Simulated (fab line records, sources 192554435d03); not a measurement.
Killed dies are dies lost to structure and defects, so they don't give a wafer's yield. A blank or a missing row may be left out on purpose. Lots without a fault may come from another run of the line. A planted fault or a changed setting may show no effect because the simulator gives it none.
One fault seen from 2 desks | flow n5_finfet | each desk has only its own numbers; what lay behind them comes last

THE METROLOGY DESK
What the gauges read, lot by lot, whatever tool the lot ran on: means of the sampled wafers that have a number. A lot is out of limits, marked OUT, if its mean lies more than 4 standard deviations from the usual mean; the brackets give that distance. Of its 11 readings 7 are shown: those that lie furthest out on some lot.
Columns: A = DIBL_P at N5_BEOL_M4_RC_MEAS_101, usual 36.2 mV/V; B = IOFF_N at N5_BEOL_M4_RC_MEAS_101, usual 0.16 nA/um; C = IOFF_P at N5_BEOL_M4_RC_MEAS_101, usual 0.21 nA/um; D = SS_N at N5_BEOL_M4_RC_MEAS_101, usual 71.6 mV/dec; E = SS_P at N5_BEOL_M4_RC_MEAS_101, usual 73.3 mV/dec; F = VT_N at N5_BEOL_M4_RC_MEAS_101, usual 251 mV; G = VT_P at N5_BEOL_M4_RC_MEAS_101, usual -251 mV
lot  | first seen here | A    | B    | C    | D    | E    | F   | G
L155 | day 7 15:28     | 38.1 | 0.18 | 0.26 | 72.0 | 74.1 | 251 | -246
L156 | day 8 00:07     | 34.1 | 0.13 | 0.20 | 70.6 | 73.1 | 253 | -249
L158 | day 8 12:39     | 34.8 | 0.13 | 0.17 | 71.3 | 72.7 | 254 | -254
L160 | day 8 15:34     | 37.0 | 0.16 | 0.20 | 71.3 | 73.5 | 248 | -252
L162 | day 9 04:28     | 35.0 | 0.16 | 0.19 | 71.6 | 72.7 | 253 | -253
L163 | day 9 13:31     | 38.0 | 0.16 | 0.22 | 71.6 | 73.4 | 249 | -249
L164 | day 9 16:25     | 36.4 | 0.16 | 0.18 | 71.7 | 73.2 | 250 | -256
L165 | day 10 09:03    | 37.8 | 0.18 | 0.24 | 71.9 | 73.9 | 247 | -249
L170 | day 11 05:59    | 36.9 | 0.15 | 0.20 | 71.8 | 73.7 | 251 | -250
L171 | day 11 10:04    | 37.1 | 0.16 | 0.17 | 71.5 | 73.2 | 250 | -258
L173 | day 12 08:11    | 32.8 | 0.11 | 0.14 | 70.8 | 71.9 | 257 | -256
This desk's finding: nothing out of limits on any of the 11 lots.

THE TOOL OWNER'S DESK: rie_diel-06
The tool's own readings at N5_BEOL_M2_ETCH_69 (etches SiARC in CF4, target depth 15.6 nm, time 26 s): means of the sampled wafers that have a number, for each lot that ran on this tool. A lot is out of limits, marked OUT, if its mean lies more than 4 standard deviations from the usual mean; the brackets give that distance.
Columns: A = drypump_motor_current_A at N5_BEOL_M2_ETCH_69, usual 5.7 A; B = etch_rf_on_time_s at N5_BEOL_M2_ETCH_69, usual 25.8 s; C = oes_product_au at N5_BEOL_M2_ETCH_69, usual 0.67 a.u.; D = rf_vpp_V at N5_BEOL_M2_ETCH_69, usual 183.8 V; E = showerhead_plenum_p_Torr at N5_BEOL_M2_ETCH_69, usual 2.12 Torr; F = throttle_valve_pct at N5_BEOL_M2_ETCH_69, usual 15.74 %
lot  | first seen here | A   | B               | C    | D     | E    | F
L155 | day 7 14:36     | 5.7 | 26.5            | 0.60 | 183.2 | 2.09 | 16.09
L163 | day 9 11:02     | 5.7 | 26.2            | 0.59 | 183.7 | 2.08 | 16.14
L170 | day 11 04:08    | 5.3 | 21.5 (-6.3) OUT | 0.68 | 182.9 | 2.03 | 15.92
L171 | day 11 08:05    | 6.0 | 21.0 (-7.2) OUT | 0.94 | 183.6 | 2.13 | 15.52
L173 | day 12 03:27    | 5.6 | 21.1 (-7.1) OUT | 0.79 | 184.1 | 2.09 | 15.60
This desk's finding: out of limits on L170, L171, L173; first on L170, day 11 04:08 (etch_rf_on_time_s at N5_BEOL_M2_ETCH_69). In limits: L155, L163.

PUT TOGETHER
The tool owner's desk could have raised an alarm at day 11 04:08, on L170, L171, L173.
The metrology desk saw nothing out of limits.
The metrology desk has L170, L171, L173 on record, within its limits.
Of the lots named, all ran N5_BEOL_M2_ETCH_69 on rie_diel-06.

WHAT THE SIMULATOR HAD PUT IN
Process parameter drift: rie_diel-06, from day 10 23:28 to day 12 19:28, at N5_BEOL_M2_ETCH_69. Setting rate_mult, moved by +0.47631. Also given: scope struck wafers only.
Lots struck among those shown: L170, L171, L173.
Hours from the fault's start to each desk's first reading out of limits: the tool owner's desk, 5.
